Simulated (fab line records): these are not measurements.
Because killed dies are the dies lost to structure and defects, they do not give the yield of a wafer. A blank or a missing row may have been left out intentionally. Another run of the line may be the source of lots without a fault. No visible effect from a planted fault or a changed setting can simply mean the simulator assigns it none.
Which tool did it? + flow n5_finfet + Sampling: 10 lots, 30 wafers, 5 of 1938 route steps

== WHAT THE GAUGES SHOWED, per wafer ==
N5_BEOL_M4_RC_MEAS_101. Usual: DIBL_N 36.4 mV/V, standard deviation 1.4; DIBL_P 36.3 mV/V, standard deviation 1.8; IOFF_N 0.163 nA/um, standard deviation 0.024; IOFF_P 0.21 nA/um, standard deviation 0.034; ION_N 673 uA/um, standard deviation 11; ION_P 461 uA/um, standard deviation 7.4; SS_N 71.6 mV/dec, standard deviation 0.52; SS_P 73.3 mV/dec, standard deviation 0.58; VT_N 249.4 mV, standard deviation 2.5; VT_P -250 mV, standard deviation 3.5.
| lot  | measured     | on        | DIBL_N (mV/V)  | DIBL_P (mV/V)  | IOFF_N (nA/um)    | IOFF_P (nA/um) | ION_N (uA/um) | ION_P (uA/um) | SS_N (mV/dec)  | SS_P (mV/dec)  | VT_N (mV)         | VT_P (mV)      | flag |
|------|--------------|-----------|----------------|----------------|-------------------|----------------|---------------|---------------|----------------|----------------|-------------------|----------------|------|
| L466 | day 8 00:08  | prober-02 | 36.6 35.5 36.9 | 36.5 34.1 37.0 | 0.169 0.153 0.187 | 0.20 0.18 0.21 | 686 669 699   | 462 451 465   | 70.9 70.7 71.5 | 72.7 72.3 73.4 | 248.1 248.6 246.2 | -253 -252 -252 |      |
| L474 | day 9 20:26  | prober-02 | 36.0 35.0 36.5 | 36.8 35.7 37.7 | 0.169 0.145 0.174 | 0.23 0.21 0.26 | 665 666 680   | 461 457 475   | 72.1 71.0 71.9 | 73.5 73.2 73.9 | 248.2 248.0 247.9 | -247 -249 -244 |      |
| L476 | day 10 02:36 | prober-02 | 37.4 37.1 35.2 | 37.7 37.6 35.3 | 0.189 0.195 0.146 | 0.24 0.24 0.20 | 675 708 686   | 464 472 470   | 71.9 71.1 71.2 | 73.2 73.7 73.1 | 245.7 246.1 252.9 | -250 -247 -251 |      |
| L481 | day 11 20:21 | prober-01 | 35.4 34.9 36.1 | 36.8 35.6 36.5 | 0.153 0.145 0.154 | 0.22 0.20 0.21 | 674 648 666   | 461 450 458   | 71.8 71.6 71.9 | 72.6 73.0 73.0 | 250.4 251.5 252.0 | -249 -251 -251 |      |
| L482 | day 11 21:12 | prober-02 | 37.7 35.0 35.7 | 35.9 33.7 33.7 | 0.174 0.124 0.138 | 0.21 0.17 0.17 | 663 661 653   | 451 455 448   | 72.5 71.4 71.8 | 73.4 73.3 72.7 | 252.2 254.1 252.6 | -249 -250 -256 |      |
| L484 | day 11 22:14 | prober-01 | 35.6 35.3 37.2 | 34.6 34.4 37.2 | 0.142 0.139 0.175 | 0.17 0.17 0.21 | 658 671 675   | 449 454 463   | 71.2 71.2 71.5 | 72.6 72.4 73.6 | 251.1 253.0 246.6 | -254 -258 -252 |      |
| L483 | day 12 02:36 | prober-01 | 36.4 34.9 35.2 | 37.2 35.6 36.2 | 0.175 0.147 0.153 | 0.22 0.19 0.19 | 676 683 682   | 461 465 468   | 71.5 70.5 70.8 | 73.4 72.6 72.1 | 248.3 248.1 249.0 | -248 -251 -251 |      |
| L485 | day 12 19:30 | prober-02 | 37.2 36.8 36.7 | 37.3 36.7 37.1 | 0.153 0.150 0.156 | 0.21 0.20 0.21 | 674 665 679   | 457 459 463   | 72.6 71.8 71.8 | 73.9 73.5 73.9 | 250.4 252.3 251.0 | -250 -251 -253 |      |
| L487 | day 13 15:14 | prober-02 | 35.1 36.0 35.1 | 34.8 35.2 35.0 | 0.137 0.146 0.142 | 0.19 0.20 0.20 | 665 666 662   | 460 455 456   | 70.9 71.1 70.9 | 73.0 72.9 72.6 | 250.8 251.1 248.0 | -250 -250 -248 |      |
| L489 | day 13 18:05 | prober-01 | 37.4 40.3 36.6 | 35.5 38.7 33.9 | 0.158 0.217 0.146 | 0.23 0.30 0.22 | 674 691 656   | 466 465 458   | 71.0 72.4 71.6 | 73.2 73.9 72.1 | 249.3 245.3 254.2 | -247 -242 -247 |      |

== WHAT TOOL EACH LOT RAN ON (gives the tool, then ch and the chambers of the sampled wafers, and finally the start) ==
| lot  | N5_BEOL_M4_ANNEAL_49         | N5_BEOL_M4_SPUTTER_81        | N5_BEOL_M4_SPUTTER_90        | N5_BEOL_M4_SPUTTER_94        |
|------|------------------------------|------------------------------|------------------------------|------------------------------|
| L466 | pvd_sputter-03, day 7 21:07  | pvd_sputter-03, day 7 21:29  | pvd_sputter-03, day 7 22:08  | pvd_sputter-03, day 7 22:35  |
| L474 | pvd_sputter-02, day 9 17:13  | pvd_sputter-02, day 9 17:35  | pvd_sputter-02, day 9 18:14  | pvd_sputter-02, day 9 18:41  |
| L476 | pvd_sputter-01, day 9 23:49  | pvd_sputter-01, day 10 00:10 | pvd_sputter-01, day 10 00:50 | pvd_sputter-01, day 10 01:16 |
| L481 | pvd_sputter-01, day 11 16:57 | pvd_sputter-01, day 11 17:19 | pvd_sputter-01, day 11 17:58 | pvd_sputter-01, day 11 18:25 |
| L482 | pvd_sputter-03, day 11 18:16 | pvd_sputter-03, day 11 18:37 | pvd_sputter-03, day 11 19:17 | pvd_sputter-03, day 11 19:43 |
| L484 | pvd_sputter-01, day 11 19:28 | pvd_sputter-01, day 11 19:50 | pvd_sputter-01, day 11 20:29 | pvd_sputter-01, day 11 20:56 |
| L483 | pvd_sputter-03, day 11 23:49 | pvd_sputter-03, day 12 00:11 | pvd_sputter-03, day 12 00:50 | pvd_sputter-03, day 12 01:17 |
| L485 | pvd_sputter-01, day 12 16:25 | pvd_sputter-01, day 12 16:46 | pvd_sputter-01, day 12 17:26 | pvd_sputter-01, day 12 17:52 |
| L487 | pvd_sputter-03, day 13 12:17 | pvd_sputter-03, day 13 12:39 | pvd_sputter-03, day 13 13:19 | pvd_sputter-03, day 13 13:45 |
| L489 | pvd_sputter-03, day 13 15:10 | pvd_sputter-03, day 13 15:31 | pvd_sputter-03, day 13 16:11 | pvd_sputter-03, day 13 16:37 |
- N5_BEOL_M4_ANNEAL_49: time 240 s.
- N5_BEOL_M4_SPUTTER_81: material Cu, target thk 4.5 nm, time 8.29 s.
- N5_BEOL_M4_SPUTTER_90: material Cu, target thk 4.5 nm, time 8.29 s.
- N5_BEOL_M4_SPUTTER_94: material Cu, target thk 4.5 nm, time 8.29 s.

== WHAT THE TOOLS THEMSELVES READ (means of the sampled wafers that have a number; where no wafer has one, the mark that the record gives instead) ==
N5_BEOL_M4_ANNEAL_49. Usual: heater_power_w reads 826 W (standard deviation 87).
| lot  | tool           | heater_power_w (W) | flag |
|------|----------------|--------------------|------|
| L466 | pvd_sputter-03 | 764                |      |
| L474 | pvd_sputter-02 | 920                |      |
| L476 | pvd_sputter-01 | 846                |      |
| L481 | pvd_sputter-01 | 827                |      |
| L482 | pvd_sputter-03 | 778                |      |
| L484 | pvd_sputter-01 | 813                |      |
| L483 | pvd_sputter-03 | 801                |      |
| L485 | pvd_sputter-01 | 735                |      |
| L487 | pvd_sputter-03 | 837                |      |
| L489 | pvd_sputter-03 | 807                |      |

N5_BEOL_M4_SPUTTER_81. Usual: chamber_pressure_pa 0.06999 Pa, standard deviation 0.00014; chuck_gas_flow_sccm 1.27 sccm, standard deviation 0.051; throttle_valve_pct 30.2 %, standard deviation 1.
| lot  | tool           | chamber_pressure_pa (Pa) | chuck_gas_flow_sccm (sccm) | throttle_valve_pct (%) | flag |
|------|----------------|--------------------------|----------------------------|------------------------|------|
| L466 | pvd_sputter-03 | 0.06994                  | 1.27                       | 30.5                   |      |
| L474 | pvd_sputter-02 | 0.07001                  | 1.25                       | 29.8                   |      |
| L476 | pvd_sputter-01 | 0.07003                  | 1.22                       | 30.7                   |      |
| L481 | pvd_sputter-01 | 0.06991                  | 1.31                       | 30.3                   |      |
| L482 | pvd_sputter-03 | 0.07009                  | 1.24                       | 30.1                   |      |
| L484 | pvd_sputter-01 | 0.07011                  | 1.26                       | 30.3                   |      |
| L483 | pvd_sputter-03 | 0.06998                  | 1.26                       | 29.8                   |      |
| L485 | pvd_sputter-01 | 0.06998                  | 1.26                       | 29.8                   |      |
| L487 | pvd_sputter-03 | 0.07006                  | 1.29                       | 29.4                   |      |
| L489 | pvd_sputter-03 | 0.07011                  | 1.26                       | 29.6                   |      |

N5_BEOL_M4_SPUTTER_90. Usual: chamber_pressure_pa 0.07 Pa, standard deviation 0.00014; chuck_gas_flow_sccm 1.27 sccm, standard deviation 0.052; throttle_valve_pct 30.2 %, standard deviation 1.
| lot  | tool           | chamber_pressure_pa (Pa) | chuck_gas_flow_sccm (sccm) | throttle_valve_pct (%) | flag |
|------|----------------|--------------------------|----------------------------|------------------------|------|
| L466 | pvd_sputter-03 | 0.07                     | 1.24                       | 30.5                   |      |
| L474 | pvd_sputter-02 | 0.07                     | 1.26                       | 29.6                   |      |
| L476 | pvd_sputter-01 | 0.07                     | 1.23                       | 30.6                   |      |
| L481 | pvd_sputter-01 | 0.07                     | 1.29                       | 30.5                   |      |
| L482 | pvd_sputter-03 | 0.07                     | 1.25                       | 30.0                   |      |
| L484 | pvd_sputter-01 | 0.07                     | 1.30                       | 30.3                   |      |
| L483 | pvd_sputter-03 | 0.07                     | 1.30                       | 29.8                   |      |
| L485 | pvd_sputter-01 | 0.07                     | 1.26                       | 29.8                   |      |
| L487 | pvd_sputter-03 | 0.07                     | 1.26                       | 29.3                   |      |
| L489 | pvd_sputter-03 | 0.07                     | 1.25                       | 29.5                   |      |

N5_BEOL_M4_SPUTTER_94. Usual: chamber_pressure_pa 0.06997 Pa, standard deviation 0.00014; chuck_gas_flow_sccm 1.27 sccm, standard deviation 0.054; throttle_valve_pct 30.2 %, standard deviation 1.
| lot  | tool           | chamber_pressure_pa (Pa) | chuck_gas_flow_sccm (sccm) | throttle_valve_pct (%) | flag |
|------|----------------|--------------------------|----------------------------|------------------------|------|
| L466 | pvd_sputter-03 | 0.06997                  | 1.24                       | 30.5                   |      |
| L474 | pvd_sputter-02 | 0.07000                  | 1.26                       | 29.6                   |      |
| L476 | pvd_sputter-01 | 0.06992                  | 1.25                       | 30.6                   |      |
| L481 | pvd_sputter-01 | 0.06987                  | 1.24                       | 30.5                   |      |
| L482 | pvd_sputter-03 | -                        | -                          | -                      | OFF  |
| L484 | pvd_sputter-01 | -                        | -                          | -                      | OFF  |
| L483 | pvd_sputter-03 | -                        | -                          | -                      | OFF  |
| L485 | pvd_sputter-01 | 0.07006                  | 1.28                       | 29.6                   |      |
| L487 | pvd_sputter-03 | 0.07001                  | 1.30                       | 29.3                   |      |
| L489 | pvd_sputter-03 | 0.07005                  | 1.23                       | 29.6                   |      |

== THE ANSWER, worked out from the rows above alone ==
Rule: a lot counts as off when the mean over its wafers that have a number is more than 3 standard deviations away from the usual mean. Also off: a lot with no number at a reading for which 4 or more lots have one. Any other lot the step has rows for is counted as sound. The gauges are gone through in route order, then the tools' own readings, and for those a lot's mean is taken as printed above. The first step at which some lot is off is used, and at that step the reading that is off furthest; a lot without a number counts as furthest.
Off at N5_BEOL_M4_SPUTTER_94 (chamber_pressure_pa): L482, L484, L483. Without a number there: L482, L484, L483.
If a tool, at that step or one of the process steps before it, ran each lot that is off and ran no sound lot following the first of them, it fits. Of those tried, none fits.

== WHAT THE SIMULATOR HAD INSERTED ==
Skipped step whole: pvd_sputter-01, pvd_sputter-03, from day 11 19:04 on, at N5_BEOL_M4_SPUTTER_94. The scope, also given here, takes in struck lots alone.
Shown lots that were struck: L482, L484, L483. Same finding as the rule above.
